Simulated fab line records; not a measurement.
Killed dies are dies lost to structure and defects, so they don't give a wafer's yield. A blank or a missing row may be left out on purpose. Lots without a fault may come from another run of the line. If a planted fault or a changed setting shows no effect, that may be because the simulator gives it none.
What tool caused it? || flow n5Finfet || 9 lots with 27 wafers sampled at 2 steps, on a route of 1938 steps

== WHAT THE GAUGES SHOWED, per wafer ==
N5_BEOL_M4_RC_MEAS_101. Usual: DIBL_N 36.2 mV/V, standard deviation 1.6; DIBL_P 36.5 mV/V, standard deviation 1.9; IOFF_N 0.158 nA/um, standard deviation 0.027; IOFF_P 0.21 nA/um, standard deviation 0.038; ION_N 675 uA/um, standard deviation 12; ION_P 464 uA/um, standard deviation 8.9; SS_N 71.5 mV/dec, standard deviation 0.61; SS_P 73.4 mV/dec, standard deviation 0.59; VT_N 250.4 mV, standard deviation 3; VT_P -250 mV, standard deviation 3.6.
{"lot": "L591", "measured": "day 8 18:03", "on": "prober-02", "DIBL_N (mV/V)": "34.7 36.7 35.4", "DIBL_P (mV/V)": "34.0 37.3 35.1", "IOFF_N (nA/um)": "0.134 0.164 0.147", "IOFF_P (nA/um)": "0.16 0.21 0.17", "ION_N (uA/um)": "658 661 650", "ION_P (uA/um)": "450 457 446", "SS_N (mV/dec)": "70.6 71.9 71.8", "SS_P (mV/dec)": "72.6 73.3 72.7", "VT_N (mV)": "253.2 253.0 254.2", "VT_P (mV)": "-257 -250 -256", "flag": ""}
{"lot": "L592", "measured": "day 9 00:47", "on": "prober-02", "DIBL_N (mV/V)": "37.8 37.4 35.7", "DIBL_P (mV/V)": "36.5 37.5 34.7", "IOFF_N (nA/um)": "0.156 0.165 0.122", "IOFF_P (nA/um)": "0.20 0.21 0.17", "ION_N (uA/um)": "672 676 653", "ION_P (uA/um)": "455 462 452", "SS_N (mV/dec)": "70.3 71.3 70.5", "SS_P (mV/dec)": "73.7 73.5 72.9", "VT_N (mV)": "252.7 248.5 254.3", "VT_P (mV)": "-250 -248 -253", "flag": ""}
{"lot": "L597", "measured": "day 10 01:27", "on": "prober-01", "DIBL_N (mV/V)": "35.0 35.1 34.2", "DIBL_P (mV/V)": "35.7 35.6 33.3", "IOFF_N (nA/um)": "0.139 0.144 0.128", "IOFF_P (nA/um)": "0.19 0.20 0.17", "ION_N (uA/um)": "672 683 671", "ION_P (uA/um)": "468 468 462", "SS_N (mV/dec)": "71.4 71.3 70.5", "SS_P (mV/dec)": "73.3 72.9 73.1", "VT_N (mV)": "252.1 252.2 254.2", "VT_P (mV)": "-252 -251 -252", "flag": ""}
{"lot": "L596", "measured": "day 10 02:59", "on": "prober-02", "DIBL_N (mV/V)": "37.6 35.8 35.6", "DIBL_P (mV/V)": "38.5 37.4 37.4", "IOFF_N (nA/um)": "0.184 0.158 0.165", "IOFF_P (nA/um)": "0.24 0.22 0.22", "ION_N (uA/um)": "698 686 696", "ION_P (uA/um)": "475 467 477", "SS_N (mV/dec)": "72.1 71.1 71.1", "SS_P (mV/dec)": "73.9 73.5 73.4", "VT_N (mV)": "245.7 250.7 247.4", "VT_P (mV)": "-249 -249 -248", "flag": ""}
{"lot": "L606", "measured": "day 12 12:52", "on": "prober-01", "DIBL_N (mV/V)": "37.6 35.3 34.3", "DIBL_P (mV/V)": "39.8 38.0 36.5", "IOFF_N (nA/um)": "0.205 0.153 0.132", "IOFF_P (nA/um)": "0.24 0.21 0.18", "ION_N (uA/um)": "676 669 658", "ION_P (uA/um)": "460 462 459", "SS_N (mV/dec)": "72.9 71.9 71.9", "SS_P (mV/dec)": "74.1 74.0 73.4", "VT_N (mV)": "246.6 252.0 253.2", "VT_P (mV)": "-249 -251 -253", "flag": ""}
{"lot": "L604", "measured": "day 12 15:55", "on": "prober-01", "DIBL_N (mV/V)": "36.6 37.2 35.2", "DIBL_P (mV/V)": "37.1 37.6 36.7", "IOFF_N (nA/um)": "0.172 0.176 0.142", "IOFF_P (nA/um)": "0.21 0.22 0.20", "ION_N (uA/um)": "666 669 673", "ION_P (uA/um)": "463 458 462", "SS_N (mV/dec)": "72.4 72.7 71.5", "SS_P (mV/dec)": "72.5 74.3 73.6", "VT_N (mV)": "249.4 250.6 252.4", "VT_P (mV)": "-252 -252 -253", "flag": ""}
{"lot": "L608", "measured": "day 13 14:35", "on": "prober-02", "DIBL_N (mV/V)": "35.7 36.8 35.6", "DIBL_P (mV/V)": "35.7 38.1 36.5", "IOFF_N (nA/um)": "0.158 0.175 0.165", "IOFF_P (nA/um)": "0.18 0.23 0.20", "ION_N (uA/um)": "677 666 677", "ION_P (uA/um)": "459 457 468", "SS_N (mV/dec)": "71.2 71.6 71.4", "SS_P (mV/dec)": "72.7 73.8 72.8", "VT_N (mV)": "248.8 247.5 248.2", "VT_P (mV)": "-254 -250 -251", "flag": ""}
{"lot": "L610", "measured": "day 14 01:01", "on": "prober-01", "DIBL_N (mV/V)": "38.4 36.2 36.0", "DIBL_P (mV/V)": "38.9 36.3 35.3", "IOFF_N (nA/um)": "0.223 0.157 0.158", "IOFF_P (nA/um)": "0.30 0.23 0.21", "ION_N (uA/um)": "690 666 675", "ION_P (uA/um)": "478 461 461", "SS_N (mV/dec)": "73.0 71.9 71.6", "SS_P (mV/dec)": "74.6 73.7 72.9", "VT_N (mV)": "246.9 252.2 252.8", "VT_P (mV)": "-245 -248 -252", "flag": ""}
{"lot": "L609", "measured": "day 14 08:34", "on": "prober-02", "DIBL_N (mV/V)": "35.0 34.2 32.9", "DIBL_P (mV/V)": "34.8 34.5 33.3", "IOFF_N (nA/um)": "0.149 0.141 0.116", "IOFF_P (nA/um)": "0.22 0.22 0.19", "ION_N (uA/um)": "664 686 666", "ION_P (uA/um)": "463 482 469", "SS_N (mV/dec)": "71.1 70.4 71.3", "SS_P (mV/dec)": "72.8 73.0 73.1", "VT_N (mV)": "250.4 249.9 252.7", "VT_P (mV)": "-248 -248 -251", "flag": ""}

N5_MIM_TOP_LITHO_OVL_MEAS_11. Usual: MIM_TOP_OVL gives 0 nm (standard deviation 5.5).
{"lot": "L591", "measured": "day 13 02:14", "on": "overlay-02", "MIM_TOP_OVL (nm)": "-7 1 -5", "flag": ""}
{"lot": "L592", "measured": "day 13 15:38", "on": "overlay-02", "MIM_TOP_OVL (nm)": "6 1 -9", "flag": ""}
{"lot": "L597", "measured": "day 14 14:32", "on": "overlay-02", "MIM_TOP_OVL (nm)": "-3 2 0", "flag": ""}
{"lot": "L596", "measured": "day 14 14:30", "on": "overlay-01", "MIM_TOP_OVL (nm)": "-4 -8 -7", "flag": ""}
{"lot": "L606", "measured": "day 16 15:48", "on": "overlay-01", "MIM_TOP_OVL (nm)": "6 -8 1", "flag": ""}
{"lot": "L604", "measured": "day 16 17:15", "on": "overlay-01", "MIM_TOP_OVL (nm)": "-11 -1 -7", "flag": ""}
{"lot": "L608", "measured": "day 18 02:55", "on": "overlay-01", "MIM_TOP_OVL (nm)": "4 1 -3", "flag": ""}
{"lot": "L610", "measured": "day 18 08:08", "on": "overlay-01", "MIM_TOP_OVL (nm)": "7 9 3", "flag": ""}
{"lot": "L609", "measured": "day 18 18:59", "on": "overlay-02", "MIM_TOP_OVL (nm)": "5 3 4", "flag": ""}

== EACH LOT AND THE TOOL THAT RAN IT (in order: tool; ch and the chambers of the sampled wafers; start) ==
No process step before these readings appears in the record.

== WHAT THE TOOLS THEMSELVES READ (means of the sampled wafers that have a number; where no wafer has one, the mark that the record gives instead) ==
The record holds no such reading with a usual standard deviation.

== THE ANSWER, worked out from the rows above alone ==
Rule: lot off if the mean of its wafers having a number is beyond 3 standard deviations from the usual mean. A lot without any number at a reading at which 4 lots or more have one is off too. Any other lot the step has rows for is counted as sound. The gauges are gone through in route order, then the tools' own readings, and for those a lot's mean is taken as printed above. The first step at which some lot is off is used, and at that step the reading that is off furthest; a lot without a number counts as furthest.
No lot is off at any reading shown: from this, nothing can be told.

== WHAT THE SIMULATOR HAD PUT IN ==
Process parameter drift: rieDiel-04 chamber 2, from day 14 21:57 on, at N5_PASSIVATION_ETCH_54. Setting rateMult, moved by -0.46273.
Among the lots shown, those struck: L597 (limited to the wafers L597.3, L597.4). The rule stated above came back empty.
